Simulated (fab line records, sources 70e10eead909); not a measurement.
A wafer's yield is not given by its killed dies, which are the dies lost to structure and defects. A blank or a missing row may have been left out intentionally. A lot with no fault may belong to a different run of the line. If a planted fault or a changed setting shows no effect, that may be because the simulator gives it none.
Problem report in the 8D (eight disciplines) form, filled by code    flow nand-harc    the parts of the form that need people (team, actions taken, sign-off) are left out

1. PROBLEM STATEMENT
Mean of killed-at-array at NHARC_END_SORT_01: 673 across 9 wafers in 3 lots; on wafers with no fault it is 26 (standard deviation 11). Measured from the usual mean, that is +59 standard deviations.
Earliest sighting: wafer L736.1 on prober-01 at day 20 09:11. Wafers with a number at this step in the record: 9, from 3 lots. The rule behind "out" and "out of limits": a value lying over 4 standard deviations away from the usual mean. All remaining wafers that have a number are taken as sound.

2. WHAT THIS IS AND IS NOT
question                     is                            is not
which readings at this step  killed-at-array, killed-dies  killed-at-other, killed-at-periphery, killed-open, killed-short
which lots                   L736, L738, L741              -
which wafers of those lots   all that have a number        -
read on which gauges         prober-01, prober-02          -
when                         from day 20 09:11             up to then (0 sound wafers)

3. SUSPECTS, AND WHAT RULES EACH OUT
Counting: a tool at a process step up to the reading stays a suspect if it ran every lot that is out and no sound lot after the first of them.
- the gauge at NHARC_END_SORT_01 is ruled out. Those wafers that are out were read across 2 gauges (prober-01, prober-02).
- pecvd-01 at NHARC_A_STAIRCASE_DEP_322 (deposits SiO2, target thk 3800 nm): kept. It ran every lot that is out, first L736 (day 13 16:26), and no sound lot after that.
Left after counting: pecvd-01 at NHARC_A_STAIRCASE_DEP_322.

4. THE CAUSE (what the simulator had put in)
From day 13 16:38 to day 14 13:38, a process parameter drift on pecvd-01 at NHARC_A_STAIRCASE_DEP_322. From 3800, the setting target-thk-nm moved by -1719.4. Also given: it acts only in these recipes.
Only this tool survived the counting.

5. THE CHAIN OF EFFECTS, in route order
Each row: a reading whose mean over the struck wafers that have a number lies more than 3 standard deviations from the usual. Only readings for which the record gives a usual standard deviation are gone through. hours: the time from each lot's start at the first step in this table that gives one to its start at this step, as a median over the lots. sigmas: the change in usual standard deviations.
hours  step               reading          usual  on struck wafers  change  sigmas
0      NHARC_END_SORT_01  killed-at-array  26     673               +647    +59
0      NHARC_END_SORT_01  killed-dies      30     677               +647    +59

6. HOW IT WOULD HAVE BEEN CAUGHT EARLIER
The first out-of-limits reading at a measuring or inspecting step in this record came at day 20 09:11, 161 hours after the fault's start at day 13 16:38.
No tool reading at NHARC_A_STAIRCASE_DEP_322 that has a usual standard deviation in the record was out on any struck wafer, so an alarm limit of 4 standard deviations on those readings would not have fired.
By day 20 09:11 the whole set of lots that are out, 3 in number, had already begun NHARC_A_STAIRCASE_DEP_322 on pecvd-01. Had the tool been put on hold then, not one of them would have been saved.
